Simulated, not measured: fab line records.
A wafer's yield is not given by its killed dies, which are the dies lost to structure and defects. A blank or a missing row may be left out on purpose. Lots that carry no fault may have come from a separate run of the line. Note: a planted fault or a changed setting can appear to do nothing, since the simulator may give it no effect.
Which tool is to blame?	flow nand-harc	24 lots with 72 wafers sampled at 6 steps, on a route of 1159 steps

## WHAT EACH GAUGE READ, for each wafer
NHARC_P_BONDPAD_CD_MEAS_09 targets a cd of 500 nm.
lot	measured	on	cd-nm (nm)
L074	day 6 08:55	cd-sem-02	498.8 500.0 500.2
L076	day 6 19:18	cd-sem-02	500.3 499.9 500.1
L075	day 6 19:46	cd-sem-02	498.1 499.3 498.3
L077	day 7 05:36	cd-sem-02	499.7 501.6 500.8
L078	day 7 12:52	cd-sem-02	503.4 501.7 503.3
L079	day 7 13:29	cd-sem-02	500.5 501.3 500.0
L080	day 8 03:05	cd-sem-01	502.4 501.1 503.1
L081	day 8 04:18	cd-sem-01	501.4 503.8 501.8
L083	day 8 15:25	cd-sem-01	498.7 499.0 497.8
L082	day 8 16:10	cd-sem-02	501.8 501.2 501.6
L084	day 9 08:58	cd-sem-02	500.3 500.1 500.2
L085	day 9 13:19	cd-sem-02	500.5 502.0 501.5
L086	day 9 17:09	cd-sem-01	501.9 501.4 501.1
L087	day 9 20:17	cd-sem-03	501.6 499.0 499.4
L088	day 9 21:08	cd-sem-02	501.3 502.4 503.2
L090	day 10 08:34	cd-sem-02	499.2 501.2 500.5
L089	day 10 10:08	cd-sem-02	502.1 501.7 500.8
L091	day 10 09:20	cd-sem-01	498.4 498.6 498.0
L092	day 10 18:17	cd-sem-03	501.3 502.3 501.3
L093	day 10 19:41	cd-sem-02	497.4 498.8 498.5
L094	day 11 11:10	cd-sem-02	500.0 498.8 498.6
L095	day 11 15:44	cd-sem-03	498.0 498.6 500.5
L097	day 11 16:38	cd-sem-01	501.1 498.5 500.7
L096	day 11 17:05	cd-sem-01	499.5 499.3 501.0

## TOOL THAT RAN EACH LOT (tool first, then ch and the chambers of the sampled wafers, then the start)
lot	NHARC_P_CONTACT_ETCH_35	NHARC_P_M0_ETCH_34	NHARC_P_M0_PVD_20	NHARC_P_M1_ETCH_28	NHARC_P_M2_PVD_20
L074	rie-diel-06 ch 0,2,3, day 5 15:42	rie-diel-07 ch 1,2, day 5 19:56	pvd-sputter-01, day 6 08:55 or earlier	rie-diel-12 ch 2,3, day 6 08:55 or earlier	pvd-sputter-03, day 6 08:55 or earlier
L076	rie-diel-09 ch 0,1,2, day 5 22:37	rie-diel-11 ch 0,1,3, day 6 06:40	pvd-sputter-02, day 6 19:18 or earlier	rie-diel-10 ch 1,2,3, day 6 19:18 or earlier	pvd-sputter-03, day 6 19:18 or earlier
L075	rie-diel-06 ch 1,2,3, day 5 22:47	rie-diel-02 ch 1,2,3, day 6 06:55	pvd-sputter-03, day 6 11:48 or earlier	rie-diel-12 ch 0,2, day 6 11:48	pvd-sputter-01, day 6 19:46 or earlier
L077	rie-diel-06 ch 1,2,3, day 6 12:33	rie-diel-02 ch 0,1, day 6 16:34	pvd-sputter-01, day 7 05:36 or earlier	rie-diel-12 ch 0,1,2, day 7 05:36 or earlier	pvd-sputter-01, day 7 05:36 or earlier
L078	rie-diel-09 ch 2,3, day 6 20:10	rie-diel-07 ch 0,3, day 7 00:14	pvd-sputter-03, day 7 05:02 or earlier	rie-diel-03 ch 0,1, day 7 05:02	pvd-sputter-01, day 7 12:52 or earlier
L079	rie-diel-08 ch 1,2,3, day 6 20:37	rie-diel-07 ch 0,2,3, day 7 00:49	pvd-sputter-01, day 7 13:29 or earlier	rie-diel-12 ch 0,1,2, day 7 13:29 or earlier	pvd-sputter-03, day 7 13:29 or earlier
L080	rie-diel-09 ch 2,3, day 7 06:31	rie-diel-07 ch 0,1,2, day 7 14:35	pvd-sputter-03, day 8 03:05 or earlier	rie-diel-10 ch 0,1,2, day 8 03:05 or earlier	pvd-sputter-02, day 8 03:05 or earlier
L081	rie-diel-06 ch 1,2,3, day 7 10:53	rie-diel-07 ch 0,1,2, day 7 15:33	pvd-sputter-02, day 8 04:18 or earlier	rie-diel-12 ch 0,2,3, day 8 04:18 or earlier	pvd-sputter-03, day 8 04:18 or earlier
L083	rie-diel-09 ch 1,3, day 7 19:11	rie-diel-02 ch 0,1, day 8 02:47	pvd-sputter-03, day 8 15:25 or earlier	rie-diel-03 ch 2,3, day 8 15:25 or earlier	pvd-sputter-03, day 8 15:25 or earlier
L082	rie-diel-06 ch 0,3, day 7 19:41	rie-diel-02 ch 1,2, day 8 03:08	pvd-sputter-01, day 8 16:10 or earlier	rie-diel-12 ch 0,2, day 8 16:10 or earlier	pvd-sputter-03, day 8 16:10 or earlier
L084	rie-diel-06 ch 1,2, day 8 12:28	rie-diel-07 ch 1,2,3, day 8 20:37	pvd-sputter-01, day 9 08:58 or earlier	rie-diel-10 ch 0,1,2, day 9 08:58 or earlier	pvd-sputter-02, day 9 08:58 or earlier
L085	rie-diel-09 ch 1,3, day 8 18:13	rie-diel-02 ch 0,1, day 9 00:52	pvd-sputter-03, day 9 13:19 or earlier	rie-diel-03 ch 0,1,3, day 9 13:19 or earlier	pvd-sputter-01, day 9 13:19 or earlier
L086	rie-diel-06 ch 0,2, day 8 19:38	rie-diel-07 ch 1,2,3, day 9 04:07	pvd-sputter-03, day 9 17:09 or earlier	rie-diel-03 ch 1,2, day 9 17:09 or earlier	pvd-sputter-03, day 9 17:09 or earlier
L087	rie-diel-09 ch 0,1,2, day 9 00:56	rie-diel-11 ch 1,3, day 9 06:52	pvd-sputter-03, day 9 20:17 or earlier	rie-diel-03 ch 0,1, day 9 20:17 or earlier	pvd-sputter-03, day 9 20:17 or earlier
L088	rie-diel-09 ch 0,1,3, day 9 02:35	rie-diel-11 ch 0,1, day 9 07:29	pvd-sputter-01, day 9 21:08 or earlier	rie-diel-03 ch 1,2,3, day 9 21:08 or earlier	pvd-sputter-02, day 9 21:08 or earlier
L090	rie-diel-06 ch 0,3, day 9 14:45	rie-diel-11 ch 1,2, day 9 20:06	pvd-sputter-02, day 10 08:34 or earlier	rie-diel-12 ch 0,3, day 10 08:34 or earlier	pvd-sputter-03, day 10 08:34 or earlier
L089	rie-diel-09 ch 1,2,3, day 9 15:22	rie-diel-07 ch 0,2,3, day 9 21:08	pvd-sputter-01, day 10 10:08 or earlier	rie-diel-12 ch 1,2,3, day 10 10:08 or earlier	pvd-sputter-01, day 10 10:08 or earlier
L091	rie-diel-06 ch 2,3, day 9 15:41	rie-diel-02 ch 0,2,3, day 9 20:35	pvd-sputter-02, day 10 09:20 or earlier	rie-diel-12 ch 0,3, day 10 09:20 or earlier	pvd-sputter-01, day 10 09:20 or earlier
L092	rie-diel-06 ch 0,1,2, day 10 01:31	rie-diel-02 ch 0,2,3, day 10 05:33	pvd-sputter-03, day 10 18:17 or earlier	rie-diel-10 ch 0,1,2, day 10 18:17 or earlier	pvd-sputter-03, day 10 18:17 or earlier
L093	rie-diel-09 ch 1,2,3, day 10 02:51	rie-diel-07 ch 0,1,3, day 10 06:53	pvd-sputter-01, day 10 19:41 or earlier	rie-diel-10 ch 1,2,3, day 10 19:41 or earlier	pvd-sputter-03, day 10 19:41 or earlier
L094	rie-diel-06 ch 1,2,3, day 10 15:25	rie-diel-02 ch 0,3, day 10 22:29	pvd-sputter-03, day 11 11:10 or earlier	rie-diel-03 ch 0,1,3, day 11 11:10 or earlier	pvd-sputter-02, day 11 11:10 or earlier
L095	rie-diel-06 ch 1,2,3, day 10 21:58	rie-diel-07 ch 1,2,3, day 11 02:41	pvd-sputter-02, day 11 15:44 or earlier	rie-diel-03 ch 0,1,3, day 11 15:44 or earlier	pvd-sputter-01, day 11 15:44 or earlier
L097	rie-diel-09 ch 0,2, day 10 22:23	rie-diel-11 ch 0,1, day 11 03:45	pvd-sputter-03, day 11 16:38 or earlier	rie-diel-10 ch 0,1,2, day 11 16:38 or earlier	pvd-sputter-03, day 11 16:38 or earlier
L096	rie-diel-09 ch 0,1, day 10 23:25	rie-diel-11 ch 2,3, day 11 04:13	pvd-sputter-01, day 11 17:05 or earlier	rie-diel-12 ch 0,1,3, day 11 17:05 or earlier	pvd-sputter-03, day 11 17:05 or earlier
- NHARC_P_CONTACT_ETCH_35: etches the open film in CF4, target depth 39 nm, time 65 s.
- NHARC_P_M0_ETCH_34: etches the open film in N2/H2, target depth 40 nm, overetch 12 nm, time 43.94 s.
- NHARC_P_M0_PVD_20: deposits TaN, target thk 5 nm, time 8.06 s.
- NHARC_P_M1_ETCH_28: etches the open film in CF4/N2, target depth 30 nm, time 72.99 s.
- NHARC_P_M2_PVD_20: deposits TaN, target thk 5 nm, time 8.06 s.

## AS READ BY THE TOOLS THEMSELVES (means over the sampled wafers that have a number; for cases with no such wafer, the mark the record gives instead)
NHARC_P_CONTACT_ETCH_35.
lot	tool	drypump-motor-current-A (A)	oes-product-au (a.u.)	rf-vpp-V (V)	showerhead-plenum-p-Torr (Torr)	throttle-valve-pct (%)
L074	rie-diel-06	6.0	1.002	151.4	1.79	13.282
L076	rie-diel-09	5.6	1.017	151.4	1.82	13.286
L075	rie-diel-06	6.1	1.010	151.6	1.76	13.277
L077	rie-diel-06	6.1	1.005	151.9	1.76	13.280
L078	rie-diel-09	5.7	1.005	151.9	1.82	13.282
L079	rie-diel-08	5.7	0.999	150.8	1.77	13.272
L080	rie-diel-09	5.6	1.006	151.1	1.75	13.284
L081	rie-diel-06	6.1	1.007	151.2	1.76	13.281
L083	rie-diel-09	5.5	1.010	150.3	1.71	13.298
L082	rie-diel-06	5.7	1.003	151.1	1.80	13.283
L084	rie-diel-06	6.0	0.999	151.1	1.82	13.283
L085	rie-diel-09	5.5	1.005	150.5	1.71	13.276
L086	rie-diel-06	5.9	1.002	152.8	1.85	13.289
L087	rie-diel-09	5.6	1.009	152.4	1.82	13.286
L088	rie-diel-09	5.5	1.015	150.8	1.75	13.281
L090	rie-diel-06	6.1	1.002	150.7	1.73	13.279
L089	rie-diel-09	5.6	1.001	151.2	1.77	13.277
L091	rie-diel-06	6.3	1.002	152.0	1.78	13.289
L092	rie-diel-06	5.7	1.002	152.4	1.83	13.278
L093	rie-diel-09	5.6	1.008	151.3	1.77	13.282
L094	rie-diel-06	6.1	0.997	151.1	1.76	13.282
L095	rie-diel-06	6.1	0.997	151.1	1.76	13.290
L097	rie-diel-09	5.5	1.005	151.9	1.84	13.282
L096	rie-diel-09	5.5	0.999	152.1	1.78	13.288

NHARC_P_M0_ETCH_34.
lot	tool	drypump-motor-current-A (A)	oes-product-au (a.u.)	rf-vpp-V (V)	showerhead-plenum-p-Torr (Torr)	throttle-valve-pct (%)
L074	rie-diel-07	5.6	1.000	429.8	2.03	14.172
L076	rie-diel-11	5.8	1.000	429.7	2.04	14.175
L075	rie-diel-02	5.3	1.007	428.7	2.02	14.165
L077	rie-diel-02	5.8	1.003	428.0	1.95	14.173
L078	rie-diel-07	5.9	1.003	432.3	2.14	14.170
L079	rie-diel-07	5.8	1.000	433.1	2.11	14.172
L080	rie-diel-07	5.7	0.999	431.4	2.05	14.167
L081	rie-diel-07	5.8	0.991	430.8	2.05	14.173
L083	rie-diel-02	5.8	1.006	427.8	1.95	14.173
L082	rie-diel-02	5.5	0.997	428.1	1.99	14.167
L084	rie-diel-07	5.9	0.994	430.9	2.05	14.177
L085	rie-diel-02	5.8	1.000	428.5	1.95	14.179
L086	rie-diel-07	5.9	0.996	431.0	2.05	14.178
L087	rie-diel-11	5.7	1.012	433.4	2.10	14.179
L088	rie-diel-11	6.0	0.998	428.4	1.98	14.171
L090	rie-diel-11	6.1	0.999	429.2	1.96	14.177
L089	rie-diel-07	5.8	0.994	433.2	2.11	14.175
L091	rie-diel-02	5.3	0.996	428.6	1.98	14.166
L092	rie-diel-02	5.4	1.001	429.6	1.98	14.173
L093	rie-diel-07	6.0	1.002	432.6	2.08	14.172
L094	rie-diel-02	5.5	1.010	428.0	1.96	14.180
L095	rie-diel-07	5.9	1.001	431.0	2.05	14.176
L097	rie-diel-11	6.0	1.003	429.1	1.97	14.169
L096	rie-diel-11	5.9	1.007	430.1	2.04	14.168

NHARC_P_M0_PVD_20.
lot	tool	chamber-pressure-pa (Pa)	throttle-valve-pct (%)
L074	pvd-sputter-01	0.11965	30.2
L076	pvd-sputter-02	0.12014	30.0
L075	pvd-sputter-03	0.12010	29.4
L077	pvd-sputter-01	0.12015	30.7
L078	pvd-sputter-03	0.11997	30.4
L079	pvd-sputter-01	0.11985	30.7
L080	pvd-sputter-03	0.11999	30.3
L081	pvd-sputter-02	0.11994	30.0
L083	pvd-sputter-03	0.11984	29.7
L082	pvd-sputter-01	0.12019	30.3
L084	pvd-sputter-01	0.12005	30.1
L085	pvd-sputter-03	0.11995	29.7
L086	pvd-sputter-03	0.12019	29.4
L087	pvd-sputter-03	0.11993	30.0
L088	pvd-sputter-01	0.11999	30.3
L090	pvd-sputter-02	0.11995	30.4
L089	pvd-sputter-01	0.11998	30.2
L091	pvd-sputter-02	0.12006	30.4
L092	pvd-sputter-03	0.12011	29.8
L093	pvd-sputter-01	0.11989	30.4
L094	pvd-sputter-03	0.11970	29.3
L095	pvd-sputter-02	0.11998	30.2
L097	pvd-sputter-03	0.11989	29.9
L096	pvd-sputter-01	0.12009	30.6

NHARC_P_M1_ETCH_28.
lot	tool	drypump-motor-current-A (A)	oes-product-au (a.u.)	rf-vpp-V (V)	showerhead-plenum-p-Torr (Torr)	throttle-valve-pct (%)
L074	rie-diel-12	5.17	1.010	315.2	2.73	19.798
L076	rie-diel-10	5.48	0.994	313.7	2.61	19.786
L075	rie-diel-12	5.71	1.005	317.7	2.80	19.791
L077	rie-diel-12	5.63	1.005	316.0	2.76	19.792
L078	rie-diel-03	5.37	0.995	312.9	2.61	19.789
L079	rie-diel-12	5.56	1.003	316.5	2.76	19.796
L080	rie-diel-10	5.62	1.010	313.7	2.62	19.793
L081	rie-diel-12	5.46	1.003	316.9	2.76	19.788
L083	rie-diel-03	5.10	0.996	317.2	2.75	19.801
L082	rie-diel-12	5.69	1.000	318.2	2.80	19.797
L084	rie-diel-10	5.60	1.000	313.7	2.62	19.791
L085	rie-diel-03	5.26	0.995	314.9	2.68	19.797
L086	rie-diel-03	5.50	0.989	316.8	2.73	19.780
L087	rie-diel-03	5.47	0.992	315.5	2.66	19.794
L088	rie-diel-03	5.33	0.999	316.9	2.73	19.801
L090	rie-diel-12	5.41	1.008	317.6	2.78	19.792
L089	rie-diel-12	5.37	1.000	315.9	2.72	19.797
L091	rie-diel-12	5.11	1.011	315.4	2.75	19.791
L092	rie-diel-10	5.60	0.996	314.1	2.62	19.782
L093	rie-diel-10	5.48	1.006	314.0	2.61	19.794
L094	rie-diel-03	5.27	1.002	315.2	2.68	19.792
L095	rie-diel-03	5.28	0.995	315.3	2.67	19.793
L097	rie-diel-10	5.62	1.011	314.8	2.62	19.804
L096	rie-diel-12	5.31	0.997	315.3	2.73	19.789

NHARC_P_M2_PVD_20.
lot	tool	chamber-pressure-pa (Pa)	throttle-valve-pct (%)
L074	pvd-sputter-03	0.11997	29.1
L076	pvd-sputter-03	0.12010	29.7
L075	pvd-sputter-01	0.11983	30.7
L077	pvd-sputter-01	0.11987	30.2
L078	pvd-sputter-01	0.12005	30.3
L079	pvd-sputter-03	0.12036	29.5
L080	pvd-sputter-02	0.11988	30.0
L081	pvd-sputter-03	0.11965	29.2
L083	pvd-sputter-03	0.12007	29.9
L082	pvd-sputter-03	0.12004	30.3
L084	pvd-sputter-02	0.12008	30.5
L085	pvd-sputter-01	0.11978	30.4
L086	pvd-sputter-03	0.12001	30.5
L087	pvd-sputter-03	0.12014	29.9
L088	pvd-sputter-02	0.12005	30.2
L090	pvd-sputter-03	0.11991	29.4
L089	pvd-sputter-01	0.11994	30.3
L091	pvd-sputter-01	0.12016	30.1
L092	pvd-sputter-03	0.11986	29.7
L093	pvd-sputter-03	0.11998	30.0
L094	pvd-sputter-02	0.11979	30.6
L095	pvd-sputter-01	0.11980	30.2
L097	pvd-sputter-03	0.11974	29.4
L096	pvd-sputter-03	0.11996	29.4

## THE ANSWER, worked out from the rows above alone
Rule: usual is defined by the lots themselves. Put in order of their means at a reading, lots are off if they are a third of the lots or fewer, leave a main group of 4 or more, and stand apart from it by a gap of 3 or more times the standard deviation of the main group's means; of several such gaps the widest counts. A main group whose means are all the same, to the digits that the tables above print for the reading, isn't used. A lot without any number at a reading at which 4 lots or more have one is off too. Where the step has rows for the other lots, those lots are counted as sound. The gauges are gone through in route order, then the tools' own readings, and for those a lot's mean is taken as printed above. At the first step where some lot is off, the reading lying furthest off is the one used; lots without a number count as furthest.
No lot is off at any reading shown: from this, nothing can be told.

## WHAT HAD BEEN PUT IN BY THE SIMULATOR
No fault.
